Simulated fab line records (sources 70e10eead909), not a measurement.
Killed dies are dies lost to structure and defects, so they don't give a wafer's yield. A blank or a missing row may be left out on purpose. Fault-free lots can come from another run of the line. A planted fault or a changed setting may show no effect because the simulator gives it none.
Matching of chambers / flow nand_harc / NHARC_A_STAIRCASE_DESCUM_443 on rie_diel-12: 4 sister chambers
The step chemistry O2, time 3 s. 4 wafers are shown with their chamber, then 9 later ones without.

## WAFERS PAIRED WITH THEIR CHAMBERS
wafer=L081.1; chamber=1; showerhead_plenum_p_Torr (Torr)=1.83
wafer=L084.3; chamber=2; showerhead_plenum_p_Torr (Torr)=2.00
wafer=L084.4; chamber=3; showerhead_plenum_p_Torr (Torr)=1.94
wafer=L084.5; chamber=0; showerhead_plenum_p_Torr (Torr)=1.95

## WAFERS WITHOUT THEIR CHAMBER
wafer=L092.4; showerhead_plenum_p_Torr (Torr)=1.95
wafer=L092.5; showerhead_plenum_p_Torr (Torr)=1.94
wafer=L092.6; showerhead_plenum_p_Torr (Torr)=1.95
wafer=L091.2; showerhead_plenum_p_Torr (Torr)=1.94
wafer=L091.4; showerhead_plenum_p_Torr (Torr)=2.00
wafer=L091.5; showerhead_plenum_p_Torr (Torr)=1.83
wafer=L097.1; showerhead_plenum_p_Torr (Torr)=1.99
wafer=L097.4; showerhead_plenum_p_Torr (Torr)=1.83
wafer=L097.5; showerhead_plenum_p_Torr (Torr)=1.93

## CHAMBER TAKEN BY EACH
wafer=L092.4; from the rows above=0; in truth=0
wafer=L092.5; from the rows above=3; in truth=3
wafer=L092.6; from the rows above=0; in truth=0
wafer=L091.2; from the rows above=3; in truth=3
wafer=L091.4; from the rows above=2; in truth=2
wafer=L091.5; from the rows above=1; in truth=1
wafer=L097.1; from the rows above=2; in truth=2
wafer=L097.4; from the rows above=1; in truth=1
wafer=L097.5; from the rows above=3; in truth=3
Correct placement for 9 of the 9. From these rows, 0 cannot be placed. Wrongly placed: 0.
How it was worked out, from the rows above alone: a wafer's distance from a chamber is the root of the sum, over the readings, of the square of ((its reading less the chamber's mean) divided by the reading's scatter). If the next closest chamber is less than 2 further off than the closest, the wafer can't be placed; otherwise it belongs to the closest. A chamber's mean is the mean of its shown wafers. The scatter: with one shown wafer a chamber, the root of the mean of the squares of how far each hidden wafer lies from its nearest shown one.
